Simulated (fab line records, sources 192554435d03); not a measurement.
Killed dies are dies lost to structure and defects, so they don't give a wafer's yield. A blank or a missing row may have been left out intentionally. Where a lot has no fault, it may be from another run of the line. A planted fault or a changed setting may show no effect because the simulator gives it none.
Split-lot study -- flow n5 finfet -- route with 1938 steps; 7 lots, 39 wafers read

## SPLIT DETAILS
At N5_SD_EPI_N_ETCH_45 (etches SiOCN in CH3F/O2, target depth 6 nm), the setting target depth a was moved away from the recipe's 60 angstrom on 15 of the 39 wafers read, by -56.2% to +19.8%. For the rest of the wafers, this setting stayed at what the recipe calls for.

Reading taken at the split's own step.

## THE READING
etch.depth nm (the simulator's own value, which no gauge read), in nm, at N5_SD_EPI_N_ETCH_45 (etches SiOCN in CH3F/O2, target depth 6 nm). The file does not state a usual value for it. Here, 24 wafers ran the recipe; their average is 6.026 nm with a standard deviation of 0.084 nm.

wafer,"tool, chamber at the split","target depth a as run, angstrom",against the recipe,"etch.depth nm, nm",against lot-mates on the recipe
L076.1,"rie diel-06, 0",60,recipe,6.059,-
L076.2,"rie diel-06, 2",38.53,-35.8%,3.86,-2.184
L076.3,"rie diel-06, 1",38.53,-35.8%,3.89,-2.154
L076.4,"rie diel-06, 3",60,recipe,6.107,-
L076.5,"rie diel-06, 0",60,recipe,5.965,-
L076.6,"rie diel-06, 3",38.53,-35.8%,3.921,-2.123
L080.1,"rie diel-06, 0",71.86,+19.8%,7.245,+1.109
L080.2,"rie diel-06, 1",60,recipe,6.087,-
L080.3,"rie diel-06, 2",71.86,+19.8%,7.228,+1.092
L080.4,"rie diel-06, 3",60,recipe,6.168,-
L080.5,"rie diel-06, 3",60,recipe,6.153,-
L080.6,"rie diel-06, 2",71.86,+19.8%,7.173,+1.037
L081.2,"rie diel-06, 0",60,recipe,5.976,-
L081.3,"rie diel-06, 2",60,recipe,5.988,-
L081.6,"rie diel-06, 2",60,recipe,5.977,-
L084.1,"rie diel-06, 1",26.28,-56.2%,2.624,-3.391
L084.2,"rie diel-06, 0",60,recipe,5.984,-
L084.3,"rie diel-06, 2",26.28,-56.2%,2.6,-3.415
L084.4,"rie diel-06, 3",60,recipe,6.021,-
L084.5,"rie diel-06, 3",60,recipe,6.041,-
L084.6,"rie diel-06, 2",26.28,-56.2%,2.597,-3.418
L085.1,"rie diel-01, 1",60,recipe,6.146,-
L085.2,"rie diel-01, 0",60,recipe,6.067,-
L085.3,"rie diel-01, 2",60,recipe,6.027,-
L085.4,"rie diel-01, 3",60,recipe,5.882,-
L085.5,"rie diel-01, 3",60,recipe,5.935,-
L085.6,"rie diel-01, 2",60,recipe,6.044,-
L095.1,"rie diel-06, 2",37.67,-37.2%,3.734,-2.344
L095.2,"rie diel-06, 3",60,recipe,6.149,-
L095.3,"rie diel-06, 1",60,recipe,6.073,-
L095.4,"rie diel-06, 0",60,recipe,6.011,-
L095.5,"rie diel-06, 2",37.67,-37.2%,3.727,-2.351
L095.6,"rie diel-06, 3",37.67,-37.2%,3.829,-2.249
L097.1,"rie diel-03, 2",26.75,-55.4%,2.654,-3.266
L097.2,"rie diel-03, 1",26.75,-55.4%,2.642,-3.278
L097.3,"rie diel-03, 3",26.75,-55.4%,2.609,-3.311
L097.4,"rie diel-03, 0",60,recipe,5.928,-
L097.5,"rie diel-03, 0",60,recipe,6,-
L097.6,"rie diel-03, 3",60,recipe,5.833,-

THE FIT
A straight line over all 39 wafers: etch.depth nm changes by +0.0608 nm for each +1% of target depth a; r = +1.00; the points scatter about the line by 0.072 nm.
The same after taking each lot's own level away (the mean of its wafers on the recipe; 39 wafers): +0.0598 nm for each +1%; r = +1.00; scatter 0.064 nm.
On that fit, the largest move of target depth a shifts the reading by 3.4 nm.
From 5.9203 to 6.1360 nm: that is the span of the lots' own levels, equal to 2.6 times the standard deviation above.
Consequently the slope shifts little with the lot-to-lot level, the two slopes agreeing.
Check: -3.38 nm against its lot-mates is what the line predicts for one of the wafers moved furthest among these (-56.2%) when that wafer is left out of the fit. Against them it came out at -3.39 nm.

## FILE'S OWN FIT
etch.depth nm changes by +0.0601 nm for each +1% of target depth a, r = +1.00.
